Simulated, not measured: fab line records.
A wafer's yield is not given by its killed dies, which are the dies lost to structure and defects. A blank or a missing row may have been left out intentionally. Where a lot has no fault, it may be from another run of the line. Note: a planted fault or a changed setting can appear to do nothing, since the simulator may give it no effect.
Comparing a struck lot with a sound one -- flow n5-finfet -- 16 steps out of a route of 1938
Sound: wafers L159.1, L159.2, L159.6. Struck: wafers L164.2, L164.3, L164.5. The cause is named last.
Per side, at each step with rows, come the tool, then ch with its chambers, and then its first start. Under that, the readings that differ: sound wafers -- struck wafers -- difference of the means -- sigmas: that difference in standard deviations of wafers without a fault.
alike: words and numbers the same on both sides, and readings whose means are apart by under 2 such deviations; not compared: readings that were withheld, readings missing a value for some wafer, numbers with overlapping values and no deviation given by the record, and bounds like >300 which may hide the same value.
A row with sigmas, a row that says differs or no value, or rows on one side alone: a step with any of these is where the two part. Numbers that have no deviation but don't overlap get no sigmas and don't part them. A reading that every wafer of one side lacks parts them only if that side has two wafers or more.

first, 4 steps without rows for these wafers: N5_BEOL_M7_SOFTBAKE_06 (time 60 s); N5_BEOL_M7_EXPOSE_08 (exposes mask M7); N5_BEOL_M7_PEB_09 (peb time 60 s); N5_BEOL_M7_DEVELOP_10 (develop time 30 s).
N5_BEOL_M7_CD_MEAS_11 targets a cd of 38.5 nm.
  sound on cd-sem-01 ch 0, day 10 14:45; struck on cd-sem-01 ch 0, day 12 02:17
  alike: cd-nm
N5_BEOL_M7_OVL_MEAS_12:
  sound on overlay-01 ch 0, day 10 14:47; struck on overlay-01 ch 0, day 12 02:19
  alike: M7_OVL
N5_BEOL_M7_INSPECT_13: inspects for defects (brightfield).
  struck on defect-inspect-01, day 12 02:20; sound on defect-inspect-01, day 10 14:48
  alike: raw-defect-count
N5_BEOL_M7_DESCUM_16: chemistry O2, time 7.9 s.
  sound on rie-diel-05 ch 0,1, day 10 14:50; struck on rie-diel-05 ch 0,1,3, day 12 02:32
  alike: drypump-motor-current-A, oes-product-au, rf-vpp-V, showerhead-plenum-p-Torr, throttle-valve-pct
  not compared: rf-hours-counter-h
N5_BEOL_M7_ETCH_61: etches SiARC in CF4, target depth 45.5 nm, time 75.8 s.
  sound on rie-diel-05 ch 0,1, day 10 14:52; struck on rie-diel-05 ch 0,1,3, day 12 02:34
  alike: bias-w, drypump-motor-current-A, etch-rf-on-time-s, oes-product-au, rf-vpp-V, showerhead-plenum-p-Torr, throttle-valve-pct
  not compared: rf-hours-counter-h
N5_BEOL_M7_ETCH_62: etches SOC in N2/H2, target depth 110 nm, overetch 22 nm, time 165 s.
  sound on rie-diel-05 ch 0,1, day 10 14:56; struck on rie-diel-05 ch 0,1,3, day 12 02:37
  alike: bias-w, drypump-motor-current-A, n2-flow-sccm, oes-product-au, rf-vpp-V, showerhead-plenum-p-Torr, throttle-valve-pct
  not compared: rf-hours-counter-h
then, 1 step without rows for these wafers: N5_BEOL_M7_STRIP_68 (strips in N2/H2).
N5_BEOL_M7_STRIP_67: strips in CF4.
  sound on rie-diel-05 ch 0,1, day 10 15:05; struck on rie-diel-05 ch 0,1,3, day 12 02:46
  alike: drypump-motor-current-A, oes-product-au, rf-vpp-V, showerhead-plenum-p-Torr, throttle-valve-pct
  not compared: rf-hours-counter-h
N5_BEOL_M7_HM_OPEN_17: chemistry Cl2/BCl3, target TiN, target depth 20 nm, overetch 6 nm.
  sound on rie-metal-01 ch 1, day 10 15:08; struck on rie-metal-01 ch 0,1, day 12 02:48
  no value came back on the struck wafers for any of 6 readings (bcl3-flow-sccm (sccm), bias-w (W) and others); on the sound wafers bcl3-flow-sccm (sccm) reads 21.79 21.79 21.83
reading,sound,struck,difference,sigmas
model.SOC_of_BEOL_M7_COAT_59.thk-nm (nm),92.2 92.4 91.6,100.2 100.6 100.2,+8.3,
  not compared: rf-hours-counter-h
N5_BEOL_M7_STRIP_19: strips in O2.
  sound on rie-diel-05 ch 0,1,3, day 10 15:20; struck on rie-diel-01 ch 0,1, day 12 02:55
  alike: drypump-motor-current-A, oes-product-au, rf-vpp-V, showerhead-plenum-p-Torr, throttle-valve-pct
  not compared: rf-hours-counter-h
N5_BEOL_M7_CD_MEAS_18: pitch 80 nm, target cd 40 nm.
  struck on cd-sem-03, day 12 02:59; sound on cd-sem-02, day 10 15:24
reading,sound,struck,difference,sigmas
cd-nm (nm),40.7 39.5 39.9,- - -,no value on the struck wafers,
then, 1 step without rows for these wafers: N5_BEOL_M7_COAT_63 (time 60 s, resist thk 60 nm).

== WHERE THEY PART ==
First at N5_BEOL_M7_HM_OPEN_17; last, within this record, at N5_BEOL_M7_CD_MEAS_18.

WHY: what the simulator had put in
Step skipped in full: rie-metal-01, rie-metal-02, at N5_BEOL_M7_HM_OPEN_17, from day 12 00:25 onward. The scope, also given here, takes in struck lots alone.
